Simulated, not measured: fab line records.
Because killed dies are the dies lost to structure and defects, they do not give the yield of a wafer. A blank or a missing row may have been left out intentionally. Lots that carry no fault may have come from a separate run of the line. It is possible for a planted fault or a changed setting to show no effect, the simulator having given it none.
Comparing a struck lot with a sound one + flow n5-finfet + 34 out of 1938 route steps
Sound: these wafers, L935.1, L935.4, L935.5. Wafers L945.2, L945.3, L945.6 were the ones struck. At the end, the cause is stated.
Per side, at each step with rows, come the tool, then ch with its chambers, and then its first start. Under that, the readings that differ: sound wafers + struck wafers + difference of the means + sigmas: that difference in standard deviations of wafers without a fault.
alike: a reading whose means differ by less than 2 such deviations, as well as words and numbers matching on both sides. not compared: withheld readings; readings where some wafer has no value; bounds like >300 that might hide an equal value; numbers whose values overlap and for which the record gives no deviation.
The two part at a step that has a row with sigmas, a row that says differs or no value, or rows on one side only. Numbers that don't overlap but have no deviation are shown without sigmas and don't part them. A reading missing from all wafers of one side parts the sides only when that side holds two or more wafers.

first, 10 steps without rows for these wafers: N5_BEOL_M8_TRENCH_ETCH_37 (etches SiCOH lowk in C4F6/O2, target depth 93.478 nm, time 31.2 s); N5_BEOL_M8_ETCH_41 (etches SiCN in CH3F/O2, target depth 31.9 nm, time 57.8 s); N5_BEOL_M8_STRIP_80 (strips in N2/H2, time 10 s); N5_BEOL_M8_HM_STRIP_39 (strips TiN in peroxide tin strip, target depth 25 nm, time 158 s); N5_BEOL_M8_SRD_40 (time 30 s); N5_BEOL_M8_PRECLEAN_42 (cleans in residue remover, time 60 s); N5_BEOL_M8_SRD_43 (time 30 s); N5_BEOL_M8_CURE_75 (cures SiCOH lowk, time 120 s); N5_BEOL_M8_DEGAS_44 (time 60 s); N5_BEOL_M8_PRE_CLEAN_45 (time 30 s).
N5_BEOL_M8_ALD_77: deposits TaN, target thk 2 nm, pulse time 2 s, purge time 3 s.
  sound on ald-metal-04 ch 1,2, day 11 13:21; struck on ald-metal-04 ch 0,1,2, day 14 00:03
  alike: heater-power-w
  not compared: since-wet-clean-h
then, 22 steps without rows for these wafers: N5_BEOL_M8_SURFACE_TREAT_79; N5_BEOL_M8_CVD_78 (deposits Co from CCTBA/H2, target thk 2 nm, time 142.3 s); N5_BEOL_M8_SPUTTER_48 (material Cu, target thk 10 nm, time 1.667 s); N5_BEOL_M8_ECD_50 (material Cu, target thk 300 nm); N5_BEOL_M8_ANNEAL_51 (time 90 s); N5_BEOL_M8_CMP_52 (polishes, stops on SiCOH lowk, t overpolish 6.9 s, target thk 80 nm); N5_BEOL_M8_PRE_CLEAN_55 (time 15 s); N5_BEOL_M8_DEP_56 (deposits SiCN from 3MS/NH3, target thk 10 nm, time 17.5 s); N5_BEOL_M9_ILD_DEP_00 (deposits SiCOH lowk from DEMS/porogen, target thk 308.51 nm, time 58 s); N5_BEOL_M9_CURE_71 (cures SiCOH lowk, time 240 s); N5_BEOL_M9_PECVD_70 (deposits SiO2 from TEOS/O2, target thk 20 nm, time 22.7 s); N5_BEOL_M9_HM_DEP_02 (deposits TiN, target thk 20 nm); N5_BEOL_M9_COAT_59 (time 60 s, resist thk 100 nm); N5_BEOL_M9_COAT_60 (time 60 s, resist thk 30 nm); N5_BEOL_M9_COAT_05 (resist thk 90 nm); N5_BEOL_M9_EBR_07; N5_BEOL_M9_SOFTBAKE_06 (time 60 s); N5_BEOL_M9_EXPOSE_08 (exposes mask M9); N5_BEOL_M9_PEB_09 (peb time 60 s); N5_BEOL_M9_DEVELOP_10 (develop time 30 s); N5_BEOL_M9_DESCUM_16 (chemistry O2, time 7.9 s); N5_BEOL_M9_ETCH_61 (etches SiARC in CF4, target depth 39 nm, time 65 s).
-- the record jumps here: 3 days lie between the struck wafers' starts before and after (it left off in module BEOL_M9 and takes up again in module PASSIVATION, whose first step shown is number 1936 of the route) --
N5_PASSIVATION_PROBE_49:
  sound on prober-01 at day 14 07:09; struck on prober-01 at day 16 17:59
| reading                  | sound          | struck         | difference | sigmas |
|--------------------------|----------------|----------------|------------|--------|
| defect-limited-yield (%) | 90.8 91.4 93.1 | 83.3 79.9 83.0 | -9.7       | -7     |
| killed_at_M4_up          | 11 7 8         | 96 166 139     | +125       | +27    |
| killed-dies              | 109 101 82     | 197 237 201    | +114       | +7     |
| killed-on-rim            | 15 12 13       | 30 20 20       | +10        | +2     |
| sort_bin_5_function (%)  | 5.3 5.3 3.6    | 9.5 12.7 9.9   | +6.0       | +6     |
| sort-n-pass              | 1071 1079 1098 | 983 943 979    | -114       | -5     |
| sort-yield-pct (%)       | 90.8 91.4 93.1 | 83.3 79.9 83.0 | -9.7       | -5     |
  alike: killed_at_M0_to_M3, killed-at-contacts, killed-at-front-end, killed-at-other, killed-open, killed-short, sort_bin_6_memory

WHERE THEY PART
Only at N5_PASSIVATION_PROBE_49, within this record.

WHY: what had been put in by the simulator
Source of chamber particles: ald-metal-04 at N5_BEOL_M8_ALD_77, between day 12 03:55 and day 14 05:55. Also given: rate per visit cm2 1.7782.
